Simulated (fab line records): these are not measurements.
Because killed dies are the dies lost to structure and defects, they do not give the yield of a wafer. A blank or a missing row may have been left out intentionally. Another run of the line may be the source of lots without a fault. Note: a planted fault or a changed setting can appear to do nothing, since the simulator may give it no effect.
Which of the tools did it? | flow n5Finfet | 33 wafers from 11 lots sampled at 3 of the route's 1938 steps

WHAT THE GAUGES SHOWED, per wafer
N5_BEOL_M4_INSPECT_59: inspects for defects (darkfield).
lot  | measured     | on               | rawDefectCount
L703 | day 8 20:27  | defectInspect-01 | 73 85 114
L707 | day 10 01:46 | defectInspect-01 | 54 74 93
L710 | day 10 11:24 | defectInspect-02 | 72 86 71
L714 | day 11 09:47 | defectInspect-02 | 69 52 62
L717 | day 12 05:25 | defectInspect-01 | 87 98 100
L720 | day 12 11:06 | defectInspect-02 | 68 83 83
L718 | day 12 15:41 | defectInspect-01 | 65 38 37
L721 | day 13 20:54 | defectInspect-02 | 111 129 112
L723 | day 13 23:35 | defectInspect-01 | 67 56 91
L722 | day 14 02:38 | defectInspect-01 | 61 113 190
L724 | day 14 04:58 | defectInspect-02 | 68 80 77

EACH LOT AND THE TOOL THAT RAN IT (in order: tool; ch and the chambers of the sampled wafers; start)
lot  | N5_BEOL_M4_ANNEAL_93        | N5_BEOL_M4_CO_CAP_55
L703 | pvdSputter-02, day 8 18:59  | cvdCo-01 ch 0,2, day 8 20:13
L707 | pvdSputter-02, day 10 00:14 | cvdCo-02 ch 0,1,2, day 10 01:31
L710 | pvdSputter-02, day 10 09:58 | cvdCo-02 ch 0,1,2, day 10 11:11
L714 | pvdSputter-01, day 11 08:04 | cvdCo-02 ch 0,2, day 11 09:33
L717 | pvdSputter-02, day 12 03:32 | cvdCo-01 ch 0,1,2, day 12 05:11
L720 | pvdSputter-03, day 12 09:36 | cvdCo-02 ch 0,1,2, day 12 10:52
L718 | pvdSputter-03, day 12 14:16 | cvdCo-02 ch 0,1, day 12 15:29
L721 | pvdSputter-02, day 13 19:02 | cvdCo-02 ch 0,1, day 13 20:41
L723 | pvdSputter-01, day 13 22:05 | cvdCo-02 ch 0,1, day 13 23:23
L722 | pvdSputter-01, day 14 01:05 | cvdCo-01 ch 0,1,2, day 14 02:26
L724 | pvdSputter-03, day 14 03:32 | cvdCo-01 ch 0,1,2, day 14 04:45
- N5_BEOL_M4_ANNEAL_93: time 240 s.
- N5_BEOL_M4_CO_CAP_55: material Co, precursor CCTBA/H2, target thk 2 nm, time 102.1 s.

THE ANSWER, worked out from the rows above alone
Rule: usual is defined by the lots themselves. The widest of any qualifying gaps counts: lots, ordered by their means at a reading, are off when they make up no more than a third of the lots, leave a main group of 4 or more, and stand apart from it by 3 or more times the standard deviation of that group's means. Not used: any main group whose means are identical at the precision the tables above print for the reading. A lot without any number at a reading at which 4 lots or more have one is off too. Any other lot the step has rows for is counted as sound.
Nothing can be told from this: no lot is off at any reading shown.

WHAT THE SIMULATOR PUT IN
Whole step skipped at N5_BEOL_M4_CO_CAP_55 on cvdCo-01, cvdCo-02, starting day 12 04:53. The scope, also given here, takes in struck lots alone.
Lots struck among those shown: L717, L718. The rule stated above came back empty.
